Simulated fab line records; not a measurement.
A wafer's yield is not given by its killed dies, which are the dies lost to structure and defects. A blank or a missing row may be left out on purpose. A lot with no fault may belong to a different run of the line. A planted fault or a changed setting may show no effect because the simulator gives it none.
Which tool was responsible? | flow nand-harc | 42 wafers from 14 lots sampled at 4 of the route's 1302 steps

WHAT THE GAUGES SHOWED, per wafer
NHARC_A_M0_CD_MEAS_09: the cd target is 80 nm. Usual: cd-nm 80.2 nm, standard deviation 0.93.
lot  | measured     | on        | cd-nm (nm)     | flag
L363 | day 23 01:05 | cd-sem-03 | 80.0 79.3 80.1 |
L361 | day 23 02:07 | cd-sem-01 | 80.0 79.9 81.9 |
L362 | day 23 04:11 | cd-sem-02 | 79.8 79.7 82.0 |
L364 | day 24 12:08 | cd-sem-01 | 79.6 79.2 80.9 |
L366 | day 24 14:43 | cd-sem-02 | 79.8 80.1 80.0 |
L365 | day 24 17:03 | cd-sem-03 | 80.8 80.2 82.8 |
L367 | day 25 09:39 | cd-sem-01 | 78.3 78.7 80.7 |
L370 | day 26 15:40 | cd-sem-01 | 80.9 82.8 80.9 |
L369 | day 26 16:00 | cd-sem-01 | 80.0 79.6 79.5 |
L372 | day 27 05:17 | cd-sem-02 | 79.6 80.8 80.4 |
L379 | day 30 02:32 | cd-sem-02 | 93.4 93.0 93.7 | OFF
L384 | day 31 20:13 | cd-sem-03 | 80.8 79.6 79.4 |
L381 | day 32 00:49 | cd-sem-03 | 94.0 90.0 91.5 | OFF
L383 | day 32 07:27 | cd-sem-01 | 78.8 77.7 79.1 |

NHARC_A_M0_CD_MEAS_16. Usual: cd-nm 80.1 nm, standard deviation 1.2.
lot  | measured     | on        | cd-nm (nm)     | flag
L363 | day 23 01:34 | cd-sem-03 | 80.4 80.4 80.7 |
L361 | day 23 02:36 | cd-sem-02 | 79.9 80.4 81.9 |
L362 | day 23 04:43 | cd-sem-02 | 79.4 79.7 81.6 |
L364 | day 24 12:38 | cd-sem-02 | 80.7 79.2 80.3 |
L366 | day 24 15:12 | cd-sem-01 | 80.6 80.5 79.8 |
L365 | day 24 17:34 | cd-sem-02 | 81.4 80.8 83.3 |
L367 | day 25 10:08 | cd-sem-01 | 78.5 79.3 79.8 |
L370 | day 26 16:12 | cd-sem-03 | 79.8 81.7 81.8 |
L369 | day 26 16:32 | cd-sem-02 | 80.4 79.7 78.6 |
L372 | day 27 05:49 | cd-sem-01 | 80.3 81.2 80.8 |
L379 | day 30 03:01 | cd-sem-03 | 93.0 93.2 93.3 | OFF
L384 | day 31 20:42 | cd-sem-01 | 78.5 79.6 79.6 |
L381 | day 32 01:18 | cd-sem-03 | 92.9 90.3 92.2 | OFF
L383 | day 32 07:56 | cd-sem-01 | 80.0 77.9 77.7 |

TOOL THAT RAN EACH LOT (tool first, then ch and the chambers of the sampled wafers, then the start)
lot  | NHARC_A_CONTACT_CVD_19                   | NHARC_A_M0_EXPOSE_06
L363 | cvd-w-02 ch 0,1, day 23 00:56 or earlier | arfi-scanner-03 ch 0, day 23 00:56
L361 | cvd-w-01 ch 0,1, day 23 01:58 or earlier | arfi-scanner-01 ch 0, day 23 01:58
L362 | cvd-w-02 ch 0,1, day 23 04:03 or earlier | arfi-scanner-02 ch 0, day 23 04:03
L364 | cvd-w-02 ch 0,1, day 24 12:01 or earlier | arfi-scanner-01 ch 0, day 24 12:01
L366 | cvd-w-02 ch 0,1, day 24 14:34 or earlier | arfi-scanner-03 ch 0, day 24 14:34
L365 | cvd-w-02 ch 1, day 24 16:55 or earlier   | arfi-scanner-01 ch 0, day 24 16:55
L367 | cvd-w-01 ch 1, day 25 09:31 or earlier   | arfi-scanner-02 ch 0, day 25 09:31
L370 | cvd-w-02 ch 0,1, day 26 15:31 or earlier | arfi-scanner-02 ch 0, day 26 15:31
L369 | cvd-w-01 ch 0,1, day 26 15:52 or earlier | arfi-scanner-03 ch 0, day 26 15:52
L372 | cvd-w-01 ch 0,1, day 27 05:10 or earlier | arfi-scanner-03 ch 0, day 27 05:10
L379 | cvd-w-02 ch 1, day 30 02:24 or earlier   | arfi-scanner-02 ch 0, day 30 02:24
L384 | cvd-w-02 ch 0,1, day 31 20:05 or earlier | arfi-scanner-03 ch 0, day 31 20:05
L381 | cvd-w-02 ch 0,1, day 32 00:41 or earlier | arfi-scanner-02 ch 0, day 32 00:41
L383 | cvd-w-01 ch 0,1, day 32 07:19 or earlier | arfi-scanner-01 ch 0, day 32 07:19
- NHARC_A_CONTACT_CVD_19: deposits W, target thk 300 nm, time 802 s.
- NHARC_A_M0_EXPOSE_06: exposes mask A M0, target cd 80 nm.

AS READ BY THE TOOLS THEMSELVES (means over the sampled wafers that have a number; for cases with no such wafer, the mark the record gives instead)
NHARC_A_CONTACT_CVD_19. Usual: heater-power-w 460 W, standard deviation 27; throttle-valve-pct 7.86 %, standard deviation 0.27.
lot  | tool     | heater-power-w (W) | throttle-valve-pct (%) | flag
L363 | cvd-w-02 | 450                | 7.94                   |
L361 | cvd-w-01 | 476                | 7.45                   |
L362 | cvd-w-02 | 458                | 7.86                   |
L364 | cvd-w-02 | 449                | 7.80                   |
L366 | cvd-w-02 | 469                | 7.89                   |
L365 | cvd-w-02 | 430                | 7.88                   |
L367 | cvd-w-01 | 497                | 7.47                   |
L370 | cvd-w-02 | 445                | 7.99                   |
L369 | cvd-w-01 | 459                | 7.91                   |
L372 | cvd-w-01 | 454                | 7.90                   |
L379 | cvd-w-02 | 426                | 7.87                   |
L384 | cvd-w-02 | 442                | 8.10                   |
L381 | cvd-w-02 | 446                | 7.96                   |
L383 | cvd-w-01 | 464                | 7.79                   |

NHARC_A_M0_EXPOSE_06. Usual: exposure-dose-mJ-cm2 83.27, standard deviation 0.092; focus-offset-nm 0.1 nm, standard deviation 0.53.
lot  | tool            | exposure-dose-mJ-cm2 | focus-offset-nm (nm) | flag
L363 | arfi-scanner-03 | 83.20                | 0.1                  |
L361 | arfi-scanner-01 | 83.31                | -0.5                 |
L362 | arfi-scanner-02 | 83.41                | -0.3                 |
L364 | arfi-scanner-01 | 83.29                | -0.1                 |
L366 | arfi-scanner-03 | 83.20                | 0.1                  |
L365 | arfi-scanner-01 | 83.15                | 0.4                  |
L367 | arfi-scanner-02 | 83.24                | -0.3                 |
L370 | arfi-scanner-02 | 83.30                | -0.6                 |
L369 | arfi-scanner-03 | 83.15                | 0.0                  |
L372 | arfi-scanner-03 | 83.34                | 0.7                  |
L379 | arfi-scanner-02 | 102.70               | 0.0                  | OFF
L384 | arfi-scanner-03 | 83.31                | 0.6                  |
L381 | arfi-scanner-02 | 98.90                | -0.2                 | OFF
L383 | arfi-scanner-01 | 83.27                | -0.3                 |

THE ANSWER, worked out from the rows above alone
Rule: lot off if the mean of its wafers having a number is beyond 3 standard deviations from the usual mean. Also off: a lot with no number at a reading for which 4 or more lots have one. Where the step has rows for the other lots, those lots are counted as sound. Order of review: gauges by route order, followed by the tools' own readings, for which a lot's mean as printed above is used. The first step at which some lot is off is used, and at that step the reading that is off furthest; a lot without a number counts as furthest.
Off, at NHARC_A_M0_CD_MEAS_09 on cd-nm: L379, L381.
A tool fits if, at a process step before that reading, it ran every lot that is off, and no sound lot after the first of them. The gauges at NHARC_A_M0_CD_MEAS_09 aren't tried: what is off there is off at NHARC_A_M0_EXPOSE_06 too, on other tools, and a gauge's error can't cause that. NHARC_A_CONTACT_CVD_19 gives no start for some lots, so the hours and the order of its lots are those of NHARC_A_M0_EXPOSE_06. One fits: NHARC_A_M0_EXPOSE_06 on arfi-scanner-02. A fault onset in the window from L370 (day 26 15:31, its last sound lot) to L379 (day 30 02:24, its first lot off) fits.
On the lots that are off, the tool's own readings at NHARC_A_M0_EXPOSE_06 differ by more than 5 times the standard deviation of the sound lots' means, which bears it out; exposure-dose-mJ-cm2 reads 100.80 there versus 83.26 on the sound lots.

WHAT THE SIMULATOR PUT IN
Process parameter drift: arfi-scanner-02, from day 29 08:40 on, at NHARC_A_M0_EXPOSE_06. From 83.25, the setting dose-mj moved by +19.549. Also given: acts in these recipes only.
Shown lots that were struck: L379, L381. The rule above found the same.
